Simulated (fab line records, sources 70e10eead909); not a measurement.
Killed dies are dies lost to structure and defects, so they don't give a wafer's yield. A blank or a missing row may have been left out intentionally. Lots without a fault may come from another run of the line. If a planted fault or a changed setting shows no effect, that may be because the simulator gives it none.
Chamber matching + flow nand-harc + pecvd-01 running NHARC_P_BONDPAD_DEP_00: 3 sister chambers
The step deposits SiCN, target thk 250 nm. 18 wafers are shown with their chamber, then 9 later ones without.

== WAFERS, EACH WITH ITS CHAMBER ==
| wafer  | chamber | heater-power-w (W) |
|--------|---------|--------------------|
| L077.1 | 2       | 563                |
| L077.3 | 1       | 602                |
| L077.6 | 0       | 566                |
| L084.4 | 0       | 617                |
| L084.5 | 1       | 511                |
| L084.6 | 2       | 596                |
| L089.2 | 0       | 500                |
| L089.4 | 2       | 521                |
| L089.5 | 1       | 555                |
| L090.1 | 1       | 558                |
| L090.5 | 2       | 610                |
| L090.6 | 1       | 564                |
| L093.1 | 2       | 490                |
| L093.3 | 1       | 562                |
| L093.4 | 1       | 561                |
| L095.3 | 0       | 564                |
| L095.4 | 0       | 583                |
| L095.5 | 2       | 513                |

SIGNATURES (means of the wafers above)
| reading        | chamber 0 | chamber 1 | chamber 2 | scatter within a chamber |
|----------------|-----------|-----------|-----------|--------------------------|
| heater-power-w | 566.00    | 559.00    | 548.83    | 39.3                     |
Rule: for each reading, subtract the chamber's mean from the wafer's reading, divide by that reading's scatter and square the result; add these up over the readings and take the root, which gives the wafer's distance from the chamber. The wafer belongs to the nearest chamber; if the next one is less than 2 further off, it can't be placed. The scatter: the root of (the sum of the squares of (reading less its chamber's mean) over the shown wafers, divided by (wafers less chambers)).

== WAFERS MISSING THEIR CHAMBER ==
| wafer  | heater-power-w (W) |
|--------|--------------------|
| L096.1 | 585                |
| L096.4 | 600                |
| L096.5 | 608                |
| L097.1 | 516                |
| L097.2 | 575                |
| L097.3 | 567                |
| L097.4 | 571                |
| L097.5 | 539                |
| L097.6 | 572                |

== CHAMBER TAKEN BY EACH ==
| wafer  | from the rows above          | in truth |
|--------|------------------------------|----------|
| L096.1 | can't be placed: 0 or 1 or 2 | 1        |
| L096.4 | can't be placed: 0 or 1 or 2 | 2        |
| L096.5 | can't be placed: 0 or 1 or 2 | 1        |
| L097.1 | can't be placed: 2 or 1 or 0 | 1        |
| L097.2 | can't be placed: 0 or 1 or 2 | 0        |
| L097.3 | can't be placed: 0 or 1 or 2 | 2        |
| L097.4 | can't be placed: 0 or 1 or 2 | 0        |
| L097.5 | can't be placed: 2 or 1 or 0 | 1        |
| L097.6 | can't be placed: 0 or 1 or 2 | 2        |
Correct placement for 0 of the 9. From these rows, 9 cannot be placed; in 9 the true chamber is one of the candidates. Placed wrongly: 0.
